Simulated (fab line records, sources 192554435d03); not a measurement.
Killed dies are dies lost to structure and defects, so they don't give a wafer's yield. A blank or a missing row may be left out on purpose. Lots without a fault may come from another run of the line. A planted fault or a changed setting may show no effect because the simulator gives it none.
Split-lot experiment | flow n5_finfet | 7 lots, 21 wafers read, on a route of 1938 steps

THE SPLIT
At N5_BEOL_M12_TRENCH_ETCH_34 (etches SiOC in C4F8/O2/Ar, target depth 318.95 nm, time 125.5 s), the setting time_s was moved away from the recipe's 125.5 s on 7 of the 21 wafers read, by -19.5% to +22.5%. The other wafers ran this setting at the recipe's value.

FROM THE SPLIT TO THE READING: what the file shows between them, 8 steps
- N5_BEOL_M12_STRIP_70: strips in C4F8/O2/Ar
- N5_BEOL_M12_OCD_MEAS_35
- N5_BEOL_M12_SPUTTER_45: material Cu, target thk 80 nm, time 13.33 s (also split here: time_s)
- N5_BEOL_M12_ECD_47: material Cu, target thk 720 nm
- N5_BEOL_M12_ANNEAL_48: time 90 s
- N5_BEOL_M12_CMP_49: polishes, stops on SiOC, t overpolish 20.6 s, target thk 320 nm
- N5_BEOL_M12_PRE_CLEAN_52: time 15 s
- N5_BEOL_M12_DEP_53: deposits SiCN from 3MS/NH3, target thk 30 nm, time 10.5 s

THE READING
M12_RS, in ohm/sq, at N5_BEOL_M12_RS_MEAS_54 (measures by four-point-probe). Fault-free wafers of this fab line usually give 0.0596 ohm/sq, standard deviation 0.0011 ohm/sq.

wafer  | tool, chamber at the split | time_s as run, s | against the recipe | M12_RS, ohm/sq | against lot-mates on the recipe
L079.1 | rie_diel-05, 1             | 101              | -19.5%             | 0.0760         | +0.0140
L079.3 | rie_diel-05, 3             | 125.5            | recipe             | 0.0620         | -
L079.5 | rie_diel-05, 3             | 101              | -19.5%             | 0.0781         | +0.0161
L082.1 | rie_diel-03, 2             | 153.7            | +22.5%             | 0.0483         | -0.0103
L082.2 | rie_diel-03, 0             | 153.7            | +22.5%             | 0.0475         | -0.0111
L082.4 | rie_diel-03, 0             | 125.5            | recipe             | 0.0586         | -
L083.1 | rie_diel-03, 3             | 125.5            | recipe             | 0.0621         | -
L083.3 | rie_diel-03, 2             | 125.5            | recipe             | 0.0602         | -
L083.6 | rie_diel-03, 2             | 125.5            | recipe             | 0.0604         | -
L089.3 | rie_diel-06, 3             | 125.5            | recipe             | 0.0603         | -
L089.5 | rie_diel-06, 3             | 125.5            | recipe             | 0.0597         | -
L089.6 | rie_diel-06, 2             | 125.5            | recipe             | 0.0586         | -
L090.2 | rie_diel-03, 0             | 125.5            | recipe             | 0.0586         | -
L090.3 | rie_diel-03, 3             | 125.5            | recipe             | 0.0601         | -
L090.4 | rie_diel-03, 1             | 109.8            | -12.5%             | 0.0666         | +0.0073
L094.2 | rie_diel-06, 0             | 104.1            | -17.1%             | 0.0731         | +0.0128
L094.3 | rie_diel-06, 1             | 104.1            | -17.1%             | 0.0723         | +0.0120
L094.5 | rie_diel-06, 1             | 125.5            | recipe             | 0.0603         | -
L095.1 | rie_diel-03, 1             | 125.5            | recipe             | 0.0579         | -
L095.3 | rie_diel-03, 0             | 125.5            | recipe             | 0.0599         | -
L095.4 | rie_diel-03, 3             | 125.5            | recipe             | 0.0619         | -

THE FIT
A straight line over all 21 wafers: M12_RS changes by -0.000676 ohm/sq for each +1% of time_s; r = -0.97; the points scatter about the line by 0.0019 ohm/sq.
The same after taking each lot's own level away (the mean of its wafers on the recipe; 21 wafers): -0.000618 ohm/sq for each +1%; r = -0.97; scatter 0.0016 ohm/sq.
On that fit, the largest move of time_s shifts the reading by 0.014 ohm/sq.
The lots' own levels span 0.05860 to 0.06200 ohm/sq, that is 3.1 times the standard deviation above.
So the lot-to-lot level changes the slope little: the two slopes agree.
Check: with one of the wafers moved furthest among these (+22.5%) left out of the fit, the line predicts -0.0143 ohm/sq for it against its lot-mates. It came out at -0.0103 ohm/sq against them.

OTHER SPLITS ON THESE WAFERS
These wafers also went through other splits before the reading. Each is held against what the fit with the lots' levels taken away leaves over:
other split on the same wafers | wafers away from the commonest value | r with M12_RS (lot level and that fit taken away)
N5_BEOL_M11_DEGAS_44 temp_c    | 7                                    | +0.29
N5_BEOL_M12_SPUTTER_45 time_s  | 5                                    | -0.15

THE WHOLE CHAIN: every reading that the file lists as answering this split, in the file's order
step                       | what it does                                                    | reading                                                                       | change (the file's fit)               | r (the file's)
N5_BEOL_M12_TRENCH_ETCH_34 | etches SiOC in C4F8/O2/Ar, target depth 318.95 nm, time 125.5 s | etch.depth_nm (the simulator's own value, which no gauge read)                | +2.97 nm for each +1% of the setting  | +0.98
N5_BEOL_M12_OCD_MEAS_35    |                                                                 | trench_depth_nm                                                               | +2.98 nm for each +1% of the setting  | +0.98
N5_BEOL_M12_CMP_49         | polishes, stops on SiOC, t overpolish 20.6 s, target thk 320 nm | Cu_of_BEOL_M12_ECD_47.thk_nm (the simulator's own value, which no gauge read) | +3.04 nm for each +1% of the setting  | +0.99
N5_BEOL_M12_RS_MEAS_54     | measures by four-point-probe                                    | M12_RS                                                                        | -0.000627 for each +1% of the setting | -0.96

THE FILE'S OWN FIT
M12_RS changes by -0.000627 ohm/sq for each +1% of time_s, r = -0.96.
